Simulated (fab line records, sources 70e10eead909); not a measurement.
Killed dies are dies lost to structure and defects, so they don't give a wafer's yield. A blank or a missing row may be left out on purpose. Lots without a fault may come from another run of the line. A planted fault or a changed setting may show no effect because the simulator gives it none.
Which tool did it? | flow nand_harc | 11 lots, 33 wafers sampled, at 4 steps of a route of 1302

WHAT THE GAUGES READ, wafer by wafer
The record holds no reading of a measuring or inspecting step that can be judged against a usual standard deviation.

WHICH TOOL RAN EACH LOT (tool, then ch and the chambers of the sampled wafers, then the start)
lot  | NHARC_P_M1_PVD_20                       | NHARC_P_M2_PEB_07                 | NHARC_P_M2_ETCH_15                            | NHARC_P_M2_STRIP_18
L197 | pvd_sputter-02, day 6 17:26 or earlier  | litho_track-01 ch 0, day 6 17:26  | rie_diel-08 ch 0,1,3, day 6 18:06 or earlier  | rie_diel-01 ch 0,3, day 6 18:06
L198 | pvd_sputter-03, day 6 17:43 or earlier  | litho_track-04 ch 0, day 6 17:43  | rie_diel-05 ch 0,1, day 6 18:24 or earlier    | rie_diel-08 ch 0,2,3, day 6 18:24
L201 | pvd_sputter-01, day 7 22:29 or earlier  | litho_track-04 ch 0, day 7 22:29  | rie_diel-08 ch 0,2,3, day 7 23:08 or earlier  | rie_diel-05 ch 0,3, day 7 23:08
L202 | pvd_sputter-03, day 8 17:20 or earlier  | litho_track-04 ch 0, day 8 17:20  | rie_diel-08 ch 1,2,3, day 8 18:05 or earlier  | rie_diel-01 ch 0,1,2, day 8 18:05
L204 | pvd_sputter-02, day 9 06:28 or earlier  | litho_track-01 ch 0, day 9 06:28  | rie_diel-01 ch 0,1,2, day 9 07:07 or earlier  | rie_diel-01 ch 0,1, day 9 07:07
L205 | pvd_sputter-02, day 9 17:08 or earlier  | litho_track-01 ch 0, day 9 17:08  | rie_diel-05 ch 1,2, day 9 17:47 or earlier    | rie_diel-08 ch 1,2, day 9 17:47
L206 | pvd_sputter-02, day 10 03:41 or earlier | litho_track-04 ch 0, day 10 03:41 | rie_diel-08 ch 1,2, day 10 04:23 or earlier   | rie_diel-08 ch 0,2,3, day 10 04:23
L207 | pvd_sputter-01, day 10 12:20 or earlier | litho_track-06 ch 0, day 10 12:20 | rie_diel-08 ch 1,3, day 10 13:01 or earlier   | rie_diel-01 ch 0,3, day 10 13:01
L216 | pvd_sputter-03, day 14 05:09 or earlier | litho_track-06 ch 0, day 14 05:09 | rie_diel-08 ch 1,2,3, day 14 05:48 or earlier | rie_diel-05 ch 1,2,3, day 14 05:48
L217 | pvd_sputter-02, day 15 01:25 or earlier | litho_track-06 ch 0, day 15 01:25 | rie_diel-01 ch 0,3, day 15 02:08 or earlier   | rie_diel-05 ch 0,2,3, day 15 02:08
L219 | pvd_sputter-02, day 15 16:25 or earlier | litho_track-01 ch 0, day 15 16:25 | rie_diel-08 ch 0,1,2, day 15 17:05 or earlier | rie_diel-01 ch 1,3, day 15 17:05
- NHARC_P_M1_PVD_20: deposits TaN, target thk 5 nm, time 8.06 s.
- NHARC_P_M2_PEB_07: peb time 65 s.
- NHARC_P_M2_ETCH_15: etches the open film in C4F8/Ar, target depth 182.5 nm, time 91.2 s.
- NHARC_P_M2_STRIP_18: strips in N2/H2.

WHAT THE TOOLS THEMSELVES READ (means of the sampled wafers that have a number; where no wafer has one, the mark that the record gives instead)
NHARC_P_M1_PVD_20.
lot  | tool           | bias_v (V) | substrate_temp_c (C) | throttle_valve_pct (%)
L197 | pvd_sputter-02 | 168.8      | 50.07                | 31.3
L198 | pvd_sputter-03 | 166.1      | 50.00                | 29.4
L201 | pvd_sputter-01 | 169.9      | 49.95                | 29.0
L202 | pvd_sputter-03 | 167.5      | 50.02                | 30.8
L204 | pvd_sputter-02 | 168.5      | 50.05                | 30.8
L205 | pvd_sputter-02 | 169.6      | 50.02                | 30.4
L206 | pvd_sputter-02 | 166.5      | 49.91                | 30.5
L207 | pvd_sputter-01 | 169.3      | 50.12                | 29.0
L216 | pvd_sputter-03 | 168.6      | 49.98                | 30.6
L217 | pvd_sputter-02 | 168.5      | 50.04                | 30.1
L219 | pvd_sputter-02 | 166.3      | 50.13                | 31.3

NHARC_P_M2_PEB_07.
lot  | tool           | heater_power_total_W (W)
L197 | litho_track-01 | 156.8
L198 | litho_track-04 | 156.4
L201 | litho_track-04 | 156.9
L202 | litho_track-04 | 156.8
L204 | litho_track-01 | 156.6
L205 | litho_track-01 | 156.4
L206 | litho_track-04 | 156.3
L207 | litho_track-06 | 157.0
L216 | litho_track-06 | 158.2
L217 | litho_track-06 | 158.2
L219 | litho_track-01 | 156.0

NHARC_P_M2_ETCH_15.
lot  | tool        | chamber_pressure_mTorr (mTorr) | oes_product_au (a.u.) | rf_vpp_V (V)
L197 | rie_diel-08 | 24.991                         | 0.968                 | 440.0
L198 | rie_diel-05 | 25.004                         | 0.925                 | 441.0
L201 | rie_diel-08 | 25.020                         | 0.924                 | 441.1
L202 | rie_diel-08 | 24.993                         | 0.969                 | 441.8
L204 | rie_diel-01 | 24.989                         | 0.935                 | 440.6
L205 | rie_diel-05 | 24.994                         | 0.930                 | 443.5
L206 | rie_diel-08 | 25.005                         | 0.971                 | 443.3
L207 | rie_diel-08 | 24.979                         | 0.941                 | 442.2
L216 | rie_diel-08 | 24.985                         | 0.960                 | 440.9
L217 | rie_diel-01 | 25.001                         | 0.919                 | 443.4
L219 | rie_diel-08 | 24.989                         | 0.967                 | 441.0

NHARC_P_M2_STRIP_18.
lot  | tool        | chamber_pressure_mTorr (mTorr) | drypump_motor_current_A (A) | oes_product_au (a.u.) | rf_vpp_V (V) | showerhead_plenum_p_Torr (Torr) | throttle_valve_pct (%)
L197 | rie_diel-01 | 29.977                         | 6.2                         | 0.994                 | 90.9         | 2.15                            | 14.171
L198 | rie_diel-08 | 30.032                         | 5.5                         | 1.000                 | 90.5         | 2.07                            | 14.174
L201 | rie_diel-05 | 29.994                         | 5.4                         | 1.009                 | 90.2         | 2.08                            | 14.175
L202 | rie_diel-01 | 29.998                         | 5.9                         | 1.007                 | 90.8         | 2.06                            | 14.172
L204 | rie_diel-01 | 29.980                         | 6.2                         | 1.011                 | 91.8         | 2.12                            | 14.166
L205 | rie_diel-08 | 30.024                         | 6.2                         | 1.002                 | 91.2         | 2.10                            | 14.170
L206 | rie_diel-08 | 29.976                         | 5.5                         | 1.004                 | 90.9         | 2.07                            | 14.168
L207 | rie_diel-01 | 30.010                         | 6.1                         | 0.990                 | 90.4         | 2.16                            | 14.166
L216 | rie_diel-05 | 29.989                         | 5.6                         | 1.010                 | 91.2         | 2.04                            | 14.173
L217 | rie_diel-05 | 30.010                         | 5.4                         | 0.994                 | 91.0         | 2.10                            | 14.178
L219 | rie_diel-01 | 29.990                         | 6.1                         | 0.999                 | 91.2         | 2.15                            | 14.170

THE ANSWER, worked out from the rows above alone
Rule: what is usual is taken from the lots themselves. Put in order of their means at a reading, lots are off if they are a third of the lots or fewer, leave a main group of 4 or more, and stand apart from it by a gap of 3 or more times the standard deviation of the main group's means; of several such gaps the widest counts. A main group whose means are all the same, to the digits that the tables above print for the reading, isn't used. A lot without any number at a reading at which 4 lots or more have one is off too. The other lots that the step has rows for count as sound. The gauges are gone through in route order, then the tools' own readings, and for those a lot's mean is taken as printed above. The first step at which some lot is off is used, and at that step the reading that is off furthest; a lot without a number counts as furthest.
Off: L216, L217, at NHARC_P_M2_PEB_07 (heater_power_total_W). The main group: mean 156.6 W, standard deviation 0.31.
A tool fits if, at that step or a process step before it, it ran every lot that is off, and no sound lot after the first of them. NHARC_P_M1_PVD_20 gives no start for some lots, so the hours and the order of its lots are those of NHARC_P_M2_PEB_07. One fits: litho_track-06 at NHARC_P_M2_PEB_07. Its last sound lot is L207 (day 10 12:20), its first lot that is off L216 (day 14 05:09): a fault that began between those two fits.
The tool's own readings at NHARC_P_M2_PEB_07 bear it out: on the lots that are off they differ by more than 5 times the standard deviation of the sound lots' means. heater_power_total_W reads 158.2 W there against 156.6 W on the sound lots.

WHAT THE SIMULATOR HAD PUT IN
Process parameter drift: litho_track-06, from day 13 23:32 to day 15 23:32, at NHARC_P_M2_PEB_07. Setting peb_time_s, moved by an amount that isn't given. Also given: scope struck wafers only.
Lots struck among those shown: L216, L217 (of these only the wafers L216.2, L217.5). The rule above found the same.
